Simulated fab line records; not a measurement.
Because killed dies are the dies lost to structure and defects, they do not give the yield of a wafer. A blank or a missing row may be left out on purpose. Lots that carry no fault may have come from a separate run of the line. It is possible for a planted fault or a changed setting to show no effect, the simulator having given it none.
fab line records ; flow n5_finfet
record: lots: 7; wafers: 21
route steps=1938 shown BEOL_M0_SAQP@643 BEOL_M1@751 BEOL_M2@841 BEOL_M3@957
start_h: hours from the record's opening day to when the first of the lot's shown wafers began ; wait_h: hours since the lot's step before ; " repeats the value in the row above ; L1.1+2: a row that stands for several wafers ; - either no value or no given start ; * or withheld: withheld ; < > ~ a bound
route shown NAME@n: a module of which the file shows steps, and the number in the route of the first ; usual: mean/standard deviation of fault-free wafers ; same: alike in all rows ; chamber/n: place in a boat ; sites: per-site readings ; _std_site: the values' standard deviation ; _edge_site: mean of outer sites minus mean of inner sites ; radius_mm: how far each site lies from the wafer's centre ; mask NAME#n: copy n ; behind: the last tool/chamber to shape the wafer ; hold: cause of the lot's hold/its duration in hours/its outcome ; device: transistor that didn't switch, given as n, p or np ; end of line: the route-end tests of the same wafers ; for a step that has no rows: nothing shown but its recipe ; killed: count of dies lost to structure and defects at first sort (not the wafer's yield) ; map: dies across one wafer; x = killed, . = not, _ = none there
set.NAME: the setting the step ran with; set.NAME@STEP: the setting that earlier step ran with ; model.NAME: the simulator's own value behind a step, which no gauge read
one table per step and one row per wafer, for lots whose settings were changed on purpose
== steps ==
step: N5_BEOL_M0_SAQP_COAT_08
recipe: resist: CAR-ArF; spin_rpm: 1500; resist_thk_nm: 90
lot.wafer;tool;chamber;start_h;wait_h;set.spin_rpm;model.CAR-ArF_of_BEOL_M0_SAQP_COAT_08.thk_nm
L074.2;litho_track-05;0;-;-;1500;90
L074.3;litho_track-05;0;-;-;1407;92.6
L074.6;litho_track-05;0;-;-;1500;89.8
L075.1+6;litho_track-02;0;-;-;1500;90
L075.4;litho_track-02;0;-;-;1500;89.6
L086.3;litho_track-02;0;-;-;1393;93.4
L086.5;litho_track-02;0;-;-;1500;89.8
L086.6;litho_track-02;0;-;-;1500;90.2
L088.2;litho_track-05;0;-;-;1500;89.6
L088.3+6;litho_track-05;0;-;-;1458;90.8
L089.1;litho_track-05;0;-;-;1500;90
L089.4;litho_track-05;0;-;-;1604;87
L089.6;litho_track-05;0;-;-;1604;87.2
L095.1;litho_track-02;0;-;-;1500;90.4
L095.3;litho_track-02;0;-;-;1377;94.6
L095.4;litho_track-02;0;-;-;1377;94
L096.1;litho_track-05;0;-;-;1500;90.2
L096.2;litho_track-05;0;-;-;1573;87.8
L096.6;litho_track-05;0;-;-;1573;88
step: N5_BEOL_M0_SAQP_EBR_10
recipe: solvent: PGMEA; ebr_width_mm: 1.5
step: N5_BEOL_M0_SAQP_SOFTBAKE_09
recipe: temp_c: 110; time_s: 60; resist: CAR-ArF
step: N5_BEOL_M0_SAQP_DESCUM_19
recipe: chemistry: O2; time_s: 7.9; source_power_w: 50; bias_power_w: 20; pressure_mtorr: 20; rf_frequency_hz: 2.712e+07; temp_c: 40; resist: CAR-ArF; o2_flow_sccm: 225
lot.wafer;tool;chamber;start_h;wait_h;set.spin_rpm@BEOL_M0_SAQP_COAT_08;model.CAR-ArF_of_BEOL_M0_SAQP_COAT_08.thk_nm
L074.2;rie_diel-02;2;112.50;0.3;1500;83.6
L074.3;rie_diel-02;1;112.50;0.3;1407;86.2
L074.6;rie_diel-02;3;112.50;0.3;1500;83.4
L075.1;rie_diel-04;1;114.54;0.3;1500;83.6
L075.4;rie_diel-04;0;114.54;0.3;1500;83.2
L075.6;rie_diel-04;3;114.54;0.3;1500;83.4
L086.3;rie_diel-04;3;184.43;0.0;1393;86.8
L086.5;rie_diel-04;2;184.43;0.0;1500;83.2
L086.6;rie_diel-04;1;184.43;0.0;1500;83.6
L088.2;rie_diel-05;2;193.84;0.0;1500;83
L088.3;rie_diel-05;0;193.84;0.0;1458;84.4
L088.6;rie_diel-05;0;193.84;0.0;1458;84.2
L089.1;rie_diel-05;2;202.48;0.0;1500;83.6
L089.4;rie_diel-05;3;202.48;0.0;1604;80.4
L089.6;rie_diel-05;2;202.48;0.0;1604;80.6
L095.1;rie_diel-02;1;235.77;0.6;1500;84
L095.3;rie_diel-02;3;235.77;0.6;1377;88
L095.4;rie_diel-02;0;235.77;0.6;1377;87.4
L096.1;rie_diel-05;1;238.94;0.0;1500;83.6
L096.2;rie_diel-05;3;238.94;0.0;1573;81.4
L096.6;rie_diel-05;0;238.94;0.0;1573;81.6
step: N5_BEOL_M0_SAQP_ETCH_83
recipe: chemistry: CF4; target: SiARC; target_depth_a: 390; mask_material: CAR-ArF; time_s: 65; ion_energy_ev: 80; pressure_mtorr: 40; source_w: 545; bias_w: 36; Ar_flow_sccm: 100; cf4_flow_sccm: 100; ends: cleared
lot.wafer;tool;chamber;start_h;wait_h;set.spin_rpm@BEOL_M0_SAQP_COAT_08;model.CAR-ArF_of_BEOL_M0_SAQP_COAT_08.thk_nm
L074.2;rie_diel-02;2;112.54;0.0;1500;55.6
L074.3;rie_diel-02;1;112.54;0.0;1407;58.2
L074.6;rie_diel-02;3;112.54;0.0;1500;55.4
L075.1+6;rie_diel-04;1,3;114.58;0.0;1500;55.6
L075.4;rie_diel-04;0;114.58;0.0;1500;55.2
L086.3;rie_diel-04;3;184.46;0.0;1393;59
L086.5;rie_diel-04;2;184.46;0.0;1500;55.2
L086.6;rie_diel-04;1;184.46;0.0;1500;55.8
L088.2;rie_diel-05;2;193.88;0.0;1500;55
L088.3;rie_diel-05;0;193.88;0.0;1458;56.4
L088.6;rie_diel-05;0;193.88;0.0;1458;56.2
L089.1;rie_diel-05;2;202.51;0.0;1500;55.4
L089.4;rie_diel-05;3;202.51;0.0;1604;52.4
L089.6;rie_diel-05;2;202.51;0.0;1604;52.8
L095.1;rie_diel-02;1;235.81;0.0;1500;56
L095.3;rie_diel-02;3;235.81;0.0;1377;60
L095.4;rie_diel-02;0;235.81;0.0;1377;59.2
L096.1;rie_diel-05;1;238.97;0.0;1500;55.6
L096.2;rie_diel-05;3;238.97;0.0;1573;53.4
L096.6;rie_diel-05;0;238.97;0.0;1573;53.6
step: N5_BEOL_M0_SAQP_ETCH_84
recipe: chemistry: N2/H2; target: SOC; target_depth_a: 1000; overetch_a: 200; mask_material: SiARC; temp_c: 40; time_s: 150; ion_energy_ev: 200; pressure_mtorr: 30; source_w: 840; bias_w: 150; n2_flow_sccm: 200; h2_flow_sccm: 200
step: N5_BEOL_M0_SAQP_STRIP_80
recipe: chemistry: N2/H2; temp_c: 40; n2_flow_sccm: 200; h2_flow_sccm: 200; rf_frequency_hz: 6e+07
step: N5_BEOL_M0_SAQP_HM_OPEN_112
recipe: chemistry: CHF3/O2; target: SiO2; stop_on: a-Si; target_depth_a: 120; over_etch_frac: 1.25; mask_material: SOC; time_s: 13.5; pressure_mtorr: 30; source_w: 650; bias_w: 170; Ar_flow_sccm: 200; CHF3_flow_sccm: 50; O2_flow_sccm: 5; ion_energy_ev: 200; ends: end_point
step: N5_BEOL_M0_SAQP_STRIP_113
recipe: chemistry: CHF3/O2; resist: SiARC; rf_frequency_hz: 6e+07
step: N5_BEOL_M0_SAQP_MANDREL_ETCH_20
recipe: target_depth_a: 600; chemistry: HBr/Cl2; target: a-Si; stop_on: SiNx; bt_time_s: 10; mask_material: SOC; over_etch_frac: 0.5; time_s: 30; pressure_mtorr: 10; icp_w: 800; bias_w: 75; HBr_flow_sccm: 150; Cl2_flow_sccm: 80; ends: end_point
lot.wafer;tool;chamber;start_h;wait_h;set.time_s@BEOL_M0_SAQP_PECVD_97;model.SiNx_of_BEOL_M0_SAQP_PECVD_97.thk_nm
L074.2;rie_si-06;2;112.78;0.0;21.54;19.4
L074.3;rie_si-06;1;112.78;0.0;19.9;18
L074.6;rie_si-06;1;112.78;0.0;19.9;18.2
L075.1;rie_si-03;3;114.82;0.0;19.9;18.6
L075.4;rie_si-03;1;114.82;0.0;19.9;19
L075.6;rie_si-03;3;114.82;0.0;19.9;18.4
L086.3+5+6;rie_si-01;1,0,3;184.70;0.0;19.9;18
L088.2;rie_si-06;2;194.12;0.0;19.9;18
L088.3;rie_si-06;3;194.12;0.0;21.32;19.8
L088.6;rie_si-06;2;194.12;0.0;21.32;19.2
L089.1;rie_si-01;0;202.75;0.0;19.9;17.8
L089.4;rie_si-01;3;202.75;0.0;22.02;20.8
L089.6;rie_si-01;3;202.75;0.0;19.9;17.6
L095.1;rie_si-06;2;236.05;0.0;19.9;18.2
L095.3;rie_si-06;1;236.05;0.0;17.45;15.6
L095.4;rie_si-06;3;236.05;0.0;17.45;16
L096.1;rie_si-06;3;239.21;0.0;19.9;18
L096.2;rie_si-06;1;239.21;0.0;19.9;18.2
L096.6;rie_si-06;0;239.21;0.0;19.9;18.8
step: N5_BEOL_M0_SAQP_ETCH_107
recipe: chemistry: CH3F/O2; target: SiNx; target_depth_a: 300; mask_material: SOC; pressure_mtorr: 30; source_w: 395; bias_w: 73; Ar_flow_sccm: 150; CH3F_flow_sccm: 30; O2_flow_sccm: 20; ion_energy_ev: 120
usual: rf_vpp_V: 294/4.1
lot.wafer;tool;chamber;start_h;wait_h;set.bias_w;rf_vpp_V
L074.2;rie_diel-05;2;115.76;0.0;73;290
L074.3;rie_diel-05;0;115.76;0.0;76.64;308
L074.6;rie_diel-05;2;115.76;0.0;73;289
L075.1;rie_diel-04;3;116.98;0.0;73;283
L075.4;rie_diel-04;2;116.98;0.0;73;298
L075.6;rie_diel-04;3;116.98;0.0;73;284
L086.3;rie_diel-04;1;186.85;0.0;62.71;263
L086.5;rie_diel-04;1;186.85;0.0;73;298
L086.6;rie_diel-04;2;186.85;0.0;62.71;264
L088.2;rie_diel-02;3;197.00;0.0;73;296
L088.3;rie_diel-02;2;197.00;0.0;73;294
L088.6;rie_diel-02;3;197.00;0.0;73;294
L089.1;rie_diel-02;2;205.72;0.0;85.81;332
L089.4;rie_diel-02;3;205.72;0.0;85.81;335
L089.6;rie_diel-02;3;205.72;0.0;85.81;335
L095.1;rie_diel-04;0;238.30;0.0;73;298
L095.3;rie_diel-04;2;238.30;0.0;78.45;314
L095.4;rie_diel-04;0;238.30;0.0;78.45;318
L096.1;rie_diel-02;3;241.30;0.0;73;295
L096.2;rie_diel-02;0;241.30;0.0;66.38;276
L096.6;rie_diel-02;3;241.30;0.0;66.38;275
step: N5_BEOL_M1_ILD_DEP_00
recipe: material: SiOC; target_thk_a: 790; temp_c: 350; precursor: DEMS/O2; pressure_torr: 5; rf_w: 500; time_s: 15.3
lot.wafer;tool;chamber;start_h;wait_h;set.time_s;model.SiOC_of_BEOL_M1_ILD_DEP_00.thk_nm
L074.2;pecvd-01;0;123.57;0.0;15.3;79.8
L074.3;pecvd-01;2;123.57;0.0;13.63;69.6
L074.6;pecvd-01;0;123.57;0.0;15.3;81.4
L075.1;pecvd-01;1;124.82;0.0;15.3;79.6
L075.4;pecvd-01;0;124.82;0.0;15.3;80.4
L075.6;pecvd-01;2;124.82;0.0;15.3;79.8
L086.3;pecvd-04;2;196.83;0.0;15.3;77.2
L086.5;pecvd-04;1;196.83;0.0;15.3;79.4
L086.6;pecvd-04;0;196.83;0.0;15.3;79
L088.2;pecvd-01;1;203.95;0.0;15.3;79.6
L088.3;pecvd-01;0;203.95;0.0;15.3;79
L088.6;pecvd-01;1;203.95;0.0;16.11;84.6
L089.1;pecvd-02;1;214.13;0.0;15.3;79.8
L089.4;pecvd-02;1;214.13;0.0;13.23;68.6
L089.6;pecvd-02;1;214.13;0.0;15.3;80.2
L095.1;pecvd-02;2;247.37;0.0;15.3;79
L095.3;pecvd-02;0;247.37;0.0;15.3;78.2
L095.4;pecvd-02;0;247.37;0.0;15.3;78.8
L096.1;pecvd-04;1;248.88;0.0;15.3;79.6
L096.2;pecvd-04;2;248.88;0.0;15.3;79.8
L096.6;pecvd-04;2;248.88;0.0;15.3;80.8
step: N5_BEOL_M1_THK_MEAS_01
recipe: reads: SiOC_of_BEOL_M1_ILD_DEP_00
usual: M1_ILD_THK: 79.5/0.94
lot.wafer;tool;chamber;start_h;wait_h;set.time_s@BEOL_M1_ILD_DEP_00;M1_ILD_THK[nm]
L074.2;film_metro-02;-;123.63;0.1;15.3;79.8
L074.3;film_metro-02;-;123.63;0.1;13.63;69.7
L074.6;film_metro-02;-;123.63;0.1;15.3;81.3
L075.1;film_metro-02;-;124.89;0.0;15.3;79.6
L075.4;film_metro-02;-;124.89;0.0;15.3;80.5
L075.6;film_metro-02;-;124.89;0.0;15.3;79.8
L086.3;film_metro-02;-;196.90;0.1;15.3;77.3
L086.5;film_metro-02;-;196.90;0.1;15.3;79.5
L086.6;film_metro-02;-;196.90;0.1;15.3;79.0
L088.2;film_metro-02;-;204.02;0.1;15.3;79.6
L088.3;film_metro-02;-;204.02;0.1;15.3;78.9
L088.6;film_metro-02;-;204.02;0.1;16.11;84.6
L089.1;film_metro-02;-;214.21;0.1;15.3;79.7
L089.4;film_metro-02;-;214.21;0.1;13.23;68.5
L089.6;film_metro-02;-;214.21;0.1;15.3;80.3
L095.1;film_metro-02;-;247.44;0.0;15.3;79.0
L095.3;film_metro-02;-;247.44;0.0;15.3;78.1
L095.4;film_metro-02;-;247.44;0.0;15.3;78.8
L096.1;film_metro-01;-;248.94;0.0;15.3;79.6
L096.2;film_metro-01;-;248.94;0.0;15.3;79.8
L096.6;film_metro-01;-;248.94;0.0;15.3;80.8
step: N5_BEOL_M1_COAT_05
recipe: resist: CAR-EUV; spin_rpm: 1500; resist_thk_nm: 30
lot.wafer;tool;chamber;start_h;wait_h;set.spin_rpm;model.CAR-EUV_of_BEOL_M1_COAT_05.thk_nm
L074.2+3+6;litho_track-05;0;-;-;1500;30
L075.1+4+6;litho_track-01;0;-;-;1500;30
L086.3+5+6;litho_track-01;0;-;-;1500;30
L088.2+6;litho_track-01;0;-;-;1558;29.4
L088.3;litho_track-01;0;-;-;1500;30
L089.1+4+6;litho_track-05;0;-;-;1500;30
L095.1+3+4;litho_track-01;0;-;-;1500;30
L096.1+6;litho_track-05;0;-;-;1500;30
L096.2;litho_track-05;0;-;-;1369;31.6
step: N5_BEOL_M1_EBR_07
recipe: solvent: PGMEA; ebr_width_mm: 1.5
step: N5_BEOL_M1_SOFTBAKE_06
recipe: temp_c: 110; time_s: 60; resist: CAR-EUV
step: N5_BEOL_M1_EXPOSE_08
recipe: mask_id: M1; na: 0.33; source_shape: dipole; sigma_inner: 0.369; sigma_outer: 0.767; polarization: unpolarized; dose_mj: 33
step: N5_BEOL_M1_PEB_09
recipe: peb_temp_c: 100; peb_time_s: 60; resist: CAR-EUV
step: N5_BEOL_M1_DEVELOP_10
recipe: develop_time_s: 30; developer: TMAH; resist: CAR-EUV; rinse_liquid: surfactant_rinse; dry: air_spin; dev_temp_c: 23
lot.wafer;tool;chamber;start_h;wait_h;set.spin_rpm@BEOL_M1_COAT_05;model.CAR-EUV_of_BEOL_M1_COAT_05.thk_nm
L074.2+3+6;litho_track-03;0;-;-;1500;29.6
L075.1+6;litho_track-01;0;-;-;1500;29.4
L075.4;litho_track-01;0;-;-;1500;29.6
L086.3+5+6;litho_track-03;0;-;-;1500;29.6
L088.2+6;litho_track-05;0;-;-;1558;29
L088.3;litho_track-05;0;-;-;1500;29.6
L089.1+4+6;litho_track-03;0;-;-;1500;29.6
L095.1+3+4;litho_track-05;0;-;-;1500;29.4
L096.1;litho_track-05;0;-;-;1500;29.6
L096.2;litho_track-05;0;-;-;1369;31
L096.6;litho_track-05;0;-;-;1500;29.4
step: N5_BEOL_M1_DESCUM_16
recipe: chemistry: O2; time_s: 7; source_power_w: 50; bias_power_w: 20; pressure_mtorr: 20; rf_frequency_hz: 2.712e+07; temp_c: 40; resist: CAR-EUV; o2_flow_sccm: 225
step: N5_BEOL_M1_ETCH_74
recipe: chemistry: N2/H2; target: underlayer; target_depth_a: 65; mask_material: CAR-EUV; time_s: 5.2; ion_energy_ev: 200; pressure_mtorr: 30; source_w: 840; bias_w: 150; n2_flow_sccm: 200; h2_flow_sccm: 200; ends: cleared
lot.wafer;tool;chamber;start_h;wait_h;set.spin_rpm@BEOL_M1_COAT_05;model.CAR-EUV_of_BEOL_M1_COAT_05.thk_nm
L074.2;rie_diel-04;3;126.49;0.0;1500;20.2
L074.3+6;rie_diel-04;0,1;126.49;0.0;1500;20.4
L075.1+4+6;rie_diel-05;0,1,1;127.12;0.0;1500;20.2
L086.3+6;rie_diel-05;1,3;197.67;0.0;1500;20.4
L086.5;rie_diel-05;0;197.67;0.0;1500;20.2
L088.2+6;rie_diel-04;2;206.47;0.0;1558;19.8
L088.3;rie_diel-04;1;206.47;0.0;1500;20.4
L089.1+4+6;rie_diel-02;2,0,2;215.73;0.0;1500;20.4
L095.1+3+4;rie_diel-05;2,3,1;248.89;0.0;1500;20.2
L096.1+6;rie_diel-04;0,1;252.45;0.0;1500;20.4
L096.2;rie_diel-04;2;252.45;0.0;1369;21.8
step: N5_BEOL_M2_ILD_DEP_00
recipe: material: SiOC; target_thk_a: 790; temp_c: 350; precursor: DEMS/O2; pressure_torr: 5; rf_w: 500; time_s: 15.3
lot.wafer;tool;chamber;start_h;wait_h;set.time_s;model.SiOC_of_BEOL_M2_ILD_DEP_00.thk_nm
L074.2;pecvd-01;2;132.14;0.0;16.89;86.8
L074.3;pecvd-01;1;132.14;0.0;15.3;79.2
L074.6;pecvd-01;2;132.14;0.0;16.89;89
L075.1+4;pecvd-01;2,1;135.82;0.0;15.3;78.6
L075.6;pecvd-01;2;135.82;0.0;15.3;80.4
L086.3;pecvd-03;1;205.91;0.0;15.3;77.2
L086.5;pecvd-03;1;205.91;0.0;15.3;78
L086.6;pecvd-03;0;205.91;0.0;16.94;86.6
L088.2;pecvd-03;0;211.83;0.0;14.16;72.2
L088.3;pecvd-03;2;211.83;0.0;14.16;70.2
L088.6;pecvd-03;0;211.83;0.0;15.3;79.2
L089.1;pecvd-02;1;225.48;0.0;15.3;78.6
L089.4;pecvd-02;0;225.48;0.0;15.3;79.2
L089.6;pecvd-02;0;225.48;0.0;15.3;78.8
L095.1;pecvd-03;2;256.72;0.0;15.3;77
L095.3;pecvd-03;1;256.72;0.0;15.3;77.6
L095.4;pecvd-03;1;256.72;0.0;16.59;85
L096.1;pecvd-03;2;261.81;0.0;16.04;80.8
L096.2;pecvd-03;0;261.81;0.0;15.3;79
L096.6;pecvd-03;0;261.81;0.0;16.04;83
step: N5_BEOL_M2_THK_MEAS_01
recipe: reads: SiOC_of_BEOL_M2_ILD_DEP_00
usual: M2_ILD_THK: 78.6/1.1
lot.wafer;tool;chamber;start_h;wait_h;set.time_s@BEOL_M2_ILD_DEP_00;M2_ILD_THK[nm]
L074.2;film_metro-01;-;132.21;0.1;16.89;86.7
L074.3;film_metro-01;-;132.21;0.1;15.3;79.1
L074.6;film_metro-01;-;132.21;0.1;16.89;89.0
L075.1;film_metro-01;-;135.88;0.0;15.3;78.6
L075.4;film_metro-01;-;135.88;0.0;15.3;78.6
L075.6;film_metro-01;-;135.88;0.0;15.3;80.4
L086.3;film_metro-02;-;205.98;0.1;15.3;77.1
L086.5;film_metro-02;-;205.98;0.1;15.3;78.0
L086.6;film_metro-02;-;205.98;0.1;16.94;86.5
L088.2;film_metro-01;-;211.90;0.1;14.16;72.2
L088.3;film_metro-01;-;211.90;0.1;14.16;70.3
L088.6;film_metro-01;-;211.90;0.1;15.3;79.2
L089.1;film_metro-02;-;225.57;0.1;15.3;78.5
L089.4;film_metro-02;-;225.57;0.1;15.3;79.2
L089.6;film_metro-02;-;225.57;0.1;15.3;78.9
L095.1;film_metro-01;-;256.78;0.0;15.3;76.9
L095.3;film_metro-01;-;256.78;0.0;15.3;77.7
L095.4;film_metro-01;-;256.78;0.0;16.59;85.0
L096.1;film_metro-01;-;261.88;0.0;16.04;80.9
L096.2;film_metro-01;-;261.88;0.0;15.3;79.0
L096.6;film_metro-01;-;261.88;0.0;16.04;83.0
step: N5_BEOL_M3_COAT_67
recipe: resist: SOC; temp_c: 250; time_s: 60; spin_rpm: 1500; resist_thk_nm: 60
lot.wafer;tool;chamber;start_h;wait_h;set.spin_rpm;model.SOC_of_BEOL_M3_COAT_67.thk_nm
L074.2+3;litho_track-04;0;149.75;0.0;1500;60
L074.6;litho_track-04;0;149.75;0.0;1336;63.4
L075.1+4;litho_track-01;0;154.78;0.0;1500;60.2
L075.6;litho_track-01;0;154.78;0.0;1500;60
L086.3+5;litho_track-04;0;216.79;0.0;1500;59.8
L086.6;litho_track-04;0;216.79;0.0;1500;60
L088.2+3;litho_track-03;0;227.25;0.0;1500;59.8
L088.6;litho_track-03;0;227.25;0.0;1500;59.6
L089.1;litho_track-04;0;236.42;0.0;1655;57
L089.4;litho_track-04;0;236.42;0.0;1500;60
L089.6;litho_track-04;0;236.42;0.0;1655;56.8
L095.1;litho_track-04;0;266.83;0.0;1614;57.8
L095.3;litho_track-04;0;266.83;0.0;1500;59.8
L095.4;litho_track-04;0;266.83;0.0;1614;57.6
L096.1;litho_track-03;0;271.49;0.0;1591;58.2
L096.2+6;litho_track-03;0;271.49;0.0;1500;60
== key ==
split: step: N5_BEOL_M0_SAQP_COAT_08; setting: spin_rpm; stated: 1500; by: wafer
response: step: N5_BEOL_M0_SAQP_COAT_08; reading: model.CAR-ArF_of_BEOL_M0_SAQP_COAT_08.thk_nm; change: -0.456; per: 1%; r: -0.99
response: step: N5_BEOL_M0_SAQP_DESCUM_19; reading: model.CAR-ArF_of_BEOL_M0_SAQP_COAT_08.thk_nm; change: -0.452; per: 1%; r: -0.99
response: step: N5_BEOL_M0_SAQP_ETCH_83; reading: model.CAR-ArF_of_BEOL_M0_SAQP_COAT_08.thk_nm; change: -0.442; per: 1%; r: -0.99
split: step: N5_BEOL_M0_SAQP_ETCH_107; setting: bias_w; stated: 73; by: wafer
response: step: N5_BEOL_M0_SAQP_ETCH_107; reading: rf_vpp_V; change: +2.47; per: 1%; r: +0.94
split: step: N5_BEOL_M1_ILD_DEP_00; setting: time_s; stated: 15.3; by: wafer
response: step: N5_BEOL_M1_ILD_DEP_00; reading: model.SiOC_of_BEOL_M1_ILD_DEP_00.thk_nm; change: +0.916; per: 1%; r: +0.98
response: step: N5_BEOL_M1_THK_MEAS_01; reading: M1_ILD_THK; change: +0.916; per: 1%; r: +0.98
split: step: N5_BEOL_M1_COAT_05; setting: spin_rpm; stated: 1500; by: wafer
response: step: N5_BEOL_M1_COAT_05; reading: model.CAR-EUV_of_BEOL_M1_COAT_05.thk_nm; change: -0.179; per: 1%; r: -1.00
response: step: N5_BEOL_M1_DEVELOP_10; reading: model.CAR-EUV_of_BEOL_M1_COAT_05.thk_nm; change: -0.169; per: 1%; r: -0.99
response: step: N5_BEOL_M1_ETCH_74; reading: model.CAR-EUV_of_BEOL_M1_COAT_05.thk_nm; change: -0.159; per: 1%; r: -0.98
split: step: N5_BEOL_M2_ILD_DEP_00; setting: time_s; stated: 15.3; by: wafer
response: step: N5_BEOL_M2_ILD_DEP_00; reading: model.SiOC_of_BEOL_M2_ILD_DEP_00.thk_nm; change: +0.873; per: 1%; r: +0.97
response: step: N5_BEOL_M2_THK_MEAS_01; reading: M2_ILD_THK; change: +0.873; per: 1%; r: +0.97
split: step: N5_BEOL_M3_COAT_67; setting: spin_rpm; stated: 1500; by: wafer
response: step: N5_BEOL_M3_COAT_67; reading: model.SOC_of_BEOL_M3_COAT_67.thk_nm; change: -0.299; per: 1%; r: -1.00
split outside_this_file step=N5_BEOL_M0_SAQP_PECVD_97 setting=time_s
split outside_this_file: this setting was split too, and the file shows its column; the key of that split is in another file
